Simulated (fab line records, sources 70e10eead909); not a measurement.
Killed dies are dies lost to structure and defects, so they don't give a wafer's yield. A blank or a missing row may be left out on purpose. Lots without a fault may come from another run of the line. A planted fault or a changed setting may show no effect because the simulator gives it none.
Chamber matching | flow nand_harc | NHARC_A_BLC_DESCUM_15 on rie_diel-03: 4 sister chambers
The step chemistry O2, time 3 s. 24 wafers are shown with their chamber, then 12 later ones without.

WAFERS WITH THEIR CHAMBER
wafer  | chamber | showerhead_plenum_p_Torr (Torr) | drypump_motor_current_A (A) | oes_product_au (a.u.)
L077.1 | 0       | 1.93                            | 6.0                         | 1.021
L077.3 | 3       | 1.78                            | 5.9                         | 1.008
L077.5 | 2       | 1.92                            | 5.6                         | 0.992
L076.1 | 1       | 1.78                            | 5.7                         | 1.014
L076.3 | 0       | 1.93                            | 6.0                         | 1.027
L076.6 | 2       | 1.92                            | 5.6                         | 0.989
L079.1 | 1       | 1.78                            | 5.7                         | 1.004
L079.4 | 3       | 1.78                            | 6.0                         | 0.990
L079.5 | 2       | 1.92                            | 5.6                         | 0.983
L078.2 | 3       | 1.78                            | 6.0                         | 1.006
L078.5 | 3       | 1.78                            | 6.0                         | 0.998
L078.6 | 0       | 1.93                            | 5.9                         | 1.025
L080.2 | 0       | 1.93                            | 6.0                         | 1.028
L080.5 | 1       | 1.78                            | 5.7                         | 0.999
L080.6 | 0       | 1.93                            | 6.0                         | 1.019
L081.2 | 0       | 1.93                            | 6.0                         | 1.029
L081.5 | 0       | 1.93                            | 6.0                         | 1.029
L081.6 | 1       | 1.78                            | 5.6                         | 0.991
L084.1 | 3       | 1.78                            | 5.9                         | 1.010
L084.5 | 0       | 1.92                            | 5.9                         | 1.035
L084.6 | 3       | 1.78                            | 5.9                         | 1.005
L086.3 | 2       | 1.92                            | 5.7                         | 1.004
L086.4 | 3       | 1.78                            | 5.9                         | 0.992
L086.6 | 3       | 1.78                            | 5.9                         | 1.003

SIGNATURES (means of the wafers above)
reading                  | chamber 0 | chamber 1 | chamber 2 | chamber 3 | scatter within a chamber
showerhead_plenum_p_Torr | 1.9287    | 1.7800    | 1.9200    | 1.7800    | 0.00209
drypump_motor_current_A  | 5.975     | 5.675     | 5.625     | 5.938     | 0.0494
oes_product_au           | 1.02662   | 1.00200   | 0.99200   | 1.00150   | 0.00732
Rule: a wafer's distance from a chamber is the root of the sum, over the readings, of the square of ((its reading less the chamber's mean) divided by the reading's scatter). The wafer belongs to the nearest chamber; if the next one is less than 2 further off, it can't be placed. The scatter: the root of (the sum of the squares of (reading less its chamber's mean) over the shown wafers, divided by (wafers less chambers)).

WAFERS WITHOUT THEIR CHAMBER
wafer  | showerhead_plenum_p_Torr (Torr) | drypump_motor_current_A (A) | oes_product_au (a.u.)
L091.2 | 1.92                            | 6.0                         | 1.025
L091.3 | 1.77                            | 5.6                         | 1.006
L091.4 | 1.78                            | 5.9                         | 0.998
L092.1 | 1.92                            | 5.6                         | 0.988
L092.2 | 1.92                            | 5.9                         | 1.028
L092.5 | 1.92                            | 5.6                         | 0.994
L094.1 | 1.78                            | 6.0                         | 0.995
L094.3 | 1.92                            | 5.6                         | 0.990
L094.5 | 1.92                            | 5.6                         | 1.004
L093.2 | 1.78                            | 6.0                         | 1.002
L093.4 | 1.77                            | 5.7                         | 0.999
L093.5 | 1.92                            | 6.0                         | 1.035

WHICH CHAMBER EACH WENT THROUGH
wafer  | from the rows above     | in truth
L091.2 | 0                       | 0
L091.3 | 1                       | 1
L091.4 | 3                       | 3
L092.1 | 2                       | 2
L092.2 | 0                       | 0
L092.5 | 2                       | 2
L094.1 | 3                       | 3
L094.3 | 2                       | 2
L094.5 | 2                       | 2
L093.2 | 3                       | 3
L093.4 | can't be placed: 1 or 3 | 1
L093.5 | 0                       | 0
Placed correctly: 11 of 12. Can't be placed from these rows: 1 (the true chamber is among the candidates in 1). Placed wrongly: 0.
